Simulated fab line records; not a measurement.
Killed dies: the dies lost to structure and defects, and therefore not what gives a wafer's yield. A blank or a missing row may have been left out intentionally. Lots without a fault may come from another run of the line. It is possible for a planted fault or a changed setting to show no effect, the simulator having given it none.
Chamber matching :: flow n5Finfet :: rieDiel-06 running N5_BEOL_M9_STRIP_36: 4 sister chambers
The step strips in N2/H2. 24 wafers are shown with their chamber, then 12 later ones without.

## WAFERS WITH THEIR CHAMBER
wafer: L074.3
chamber: 3
drypumpMotorCurrentA (A): 6.8
oesProductAu (a.u.): 0.67
throttleValvePct (%): 23.9

wafer: L074.4
chamber: 1
drypumpMotorCurrentA (A): 5.9
oesProductAu (a.u.): 0.98
throttleValvePct (%): 23.4

wafer: L074.5
chamber: 1
drypumpMotorCurrentA (A): 6.0
oesProductAu (a.u.): 0.97
throttleValvePct (%): 23.3

wafer: L078.2
chamber: 1
drypumpMotorCurrentA (A): 6.0
oesProductAu (a.u.): 0.95
throttleValvePct (%): 23.4

wafer: L078.5
chamber: 2
drypumpMotorCurrentA (A): 4.9
oesProductAu (a.u.): 0.70
throttleValvePct (%): 23.7

wafer: L078.6
chamber: 3
drypumpMotorCurrentA (A): 6.8
oesProductAu (a.u.): 0.67
throttleValvePct (%): 23.8

wafer: L081.2
chamber: 0
drypumpMotorCurrentA (A): 6.1
oesProductAu (a.u.): 0.76
throttleValvePct (%): 23.7

wafer: L081.4
chamber: 0
drypumpMotorCurrentA (A): 6.1
oesProductAu (a.u.): 0.76
throttleValvePct (%): 23.7

wafer: L081.5
chamber: 1
drypumpMotorCurrentA (A): 5.9
oesProductAu (a.u.): 0.94
throttleValvePct (%): 23.4

wafer: L082.2
chamber: 2
drypumpMotorCurrentA (A): 4.9
oesProductAu (a.u.): 0.67
throttleValvePct (%): 23.7

wafer: L082.3
chamber: 0
drypumpMotorCurrentA (A): 6.1
oesProductAu (a.u.): 0.74
throttleValvePct (%): 23.7

wafer: L082.5
chamber: 0
drypumpMotorCurrentA (A): 6.1
oesProductAu (a.u.): 0.75
throttleValvePct (%): 23.7

wafer: L084.2
chamber: 0
drypumpMotorCurrentA (A): 6.1
oesProductAu (a.u.): 0.76
throttleValvePct (%): 23.6

wafer: L084.3
chamber: 3
drypumpMotorCurrentA (A): 6.8
oesProductAu (a.u.): 0.97
throttleValvePct (%): 23.5

wafer: L084.4
chamber: 2
drypumpMotorCurrentA (A): 4.9
oesProductAu (a.u.): 0.68
throttleValvePct (%): 23.7

wafer: L086.4
chamber: 3
drypumpMotorCurrentA (A): 6.8
oesProductAu (a.u.): 0.95
throttleValvePct (%): 23.5

wafer: L086.5
chamber: 2
drypumpMotorCurrentA (A): 4.9
oesProductAu (a.u.): 0.68
throttleValvePct (%): 23.7

wafer: L086.6
chamber: 1
drypumpMotorCurrentA (A): 6.0
oesProductAu (a.u.): 0.92
throttleValvePct (%): 23.4

wafer: L087.2
chamber: 2
drypumpMotorCurrentA (A): 4.9
oesProductAu (a.u.): 0.68
throttleValvePct (%): 23.7

wafer: L087.3
chamber: 0
drypumpMotorCurrentA (A): 6.1
oesProductAu (a.u.): 0.73
throttleValvePct (%): 23.7

wafer: L087.5
chamber: 2
drypumpMotorCurrentA (A): 4.9
oesProductAu (a.u.): 0.68
throttleValvePct (%): 23.7

wafer: L089.1
chamber: 1
drypumpMotorCurrentA (A): 6.0
oesProductAu (a.u.): 0.90
throttleValvePct (%): 23.4

wafer: L089.2
chamber: 3
drypumpMotorCurrentA (A): 6.8
oesProductAu (a.u.): 0.93
throttleValvePct (%): 23.5

wafer: L089.3
chamber: 0
drypumpMotorCurrentA (A): 6.1
oesProductAu (a.u.): 0.74
throttleValvePct (%): 23.7

SIGNATURES (averages over the wafers above)
reading: drypumpMotorCurrentA
chamber 0: 6.100
chamber 1: 5.967
chamber 2: 4.900
chamber 3: 6.800
scatter within a chamber: 0.0258

reading: oesProductAu
chamber 0: 0.7486
chamber 1: 0.9433
chamber 2: 0.6817
chamber 3: 0.8380
scatter within a chamber: 0.071

reading: throttleValvePct
chamber 0: 23.686
chamber 1: 23.383
chamber 2: 23.700
chamber 3: 23.640
scatter within a chamber: 0.0919
Rule: for each reading, subtract the chamber's mean from the wafer's reading, divide by that reading's scatter and square the result; add these up over the readings and take the root, which gives the wafer's distance from the chamber. The wafer belongs to the nearest chamber; if the next one is less than 2 further off, it can't be placed. The scatter is the square root of a quotient: the sum, over the shown wafers, of each reading's squared deviation from its chamber's mean, divided by wafers minus chambers.

## WAFERS WITHOUT THEIR CHAMBER
wafer: L091.1
drypumpMotorCurrentA (A): 5.9
oesProductAu (a.u.): 0.88
throttleValvePct (%): 23.4

wafer: L091.5
drypumpMotorCurrentA (A): 6.1
oesProductAu (a.u.): 0.75
throttleValvePct (%): 23.7

wafer: L091.6
drypumpMotorCurrentA (A): 6.0
oesProductAu (a.u.): 0.89
throttleValvePct (%): 23.4

wafer: L092.3
drypumpMotorCurrentA (A): 6.0
oesProductAu (a.u.): 0.87
throttleValvePct (%): 23.4

wafer: L092.4
drypumpMotorCurrentA (A): 4.9
oesProductAu (a.u.): 0.98
throttleValvePct (%): 23.1

wafer: L092.5
drypumpMotorCurrentA (A): 6.2
oesProductAu (a.u.): 0.74
throttleValvePct (%): 23.7

wafer: L093.1
drypumpMotorCurrentA (A): 6.1
oesProductAu (a.u.): 0.73
throttleValvePct (%): 23.7

wafer: L093.2
drypumpMotorCurrentA (A): 4.9
oesProductAu (a.u.): 0.94
throttleValvePct (%): 23.1

wafer: L093.5
drypumpMotorCurrentA (A): 6.0
oesProductAu (a.u.): 0.85
throttleValvePct (%): 23.4

wafer: L096.2
drypumpMotorCurrentA (A): 6.8
oesProductAu (a.u.): 0.90
throttleValvePct (%): 23.5

wafer: L096.3
drypumpMotorCurrentA (A): 6.1
oesProductAu (a.u.): 0.73
throttleValvePct (%): 23.7

wafer: L096.6
drypumpMotorCurrentA (A): 6.0
oesProductAu (a.u.): 0.86
throttleValvePct (%): 23.4

## THE CHAMBER EACH PASSED THROUGH
wafer: L091.1
from the rows above: 1
in truth: 1

wafer: L091.5
from the rows above: 0
in truth: 0

wafer: L091.6
from the rows above: 1
in truth: 1

wafer: L092.3
from the rows above: 1
in truth: 1

wafer: L092.4
from the rows above: 2
in truth: 2

wafer: L092.5
from the rows above: 0
in truth: 0

wafer: L093.1
from the rows above: 0
in truth: 0

wafer: L093.2
from the rows above: 2
in truth: 2

wafer: L093.5
from the rows above: 1
in truth: 1

wafer: L096.2
from the rows above: 3
in truth: 3

wafer: L096.3
from the rows above: 0
in truth: 0

wafer: L096.6
from the rows above: 1
in truth: 1
12 of 12 placed correctly. From these rows, 0 cannot be placed. Wrongly placed: 0.
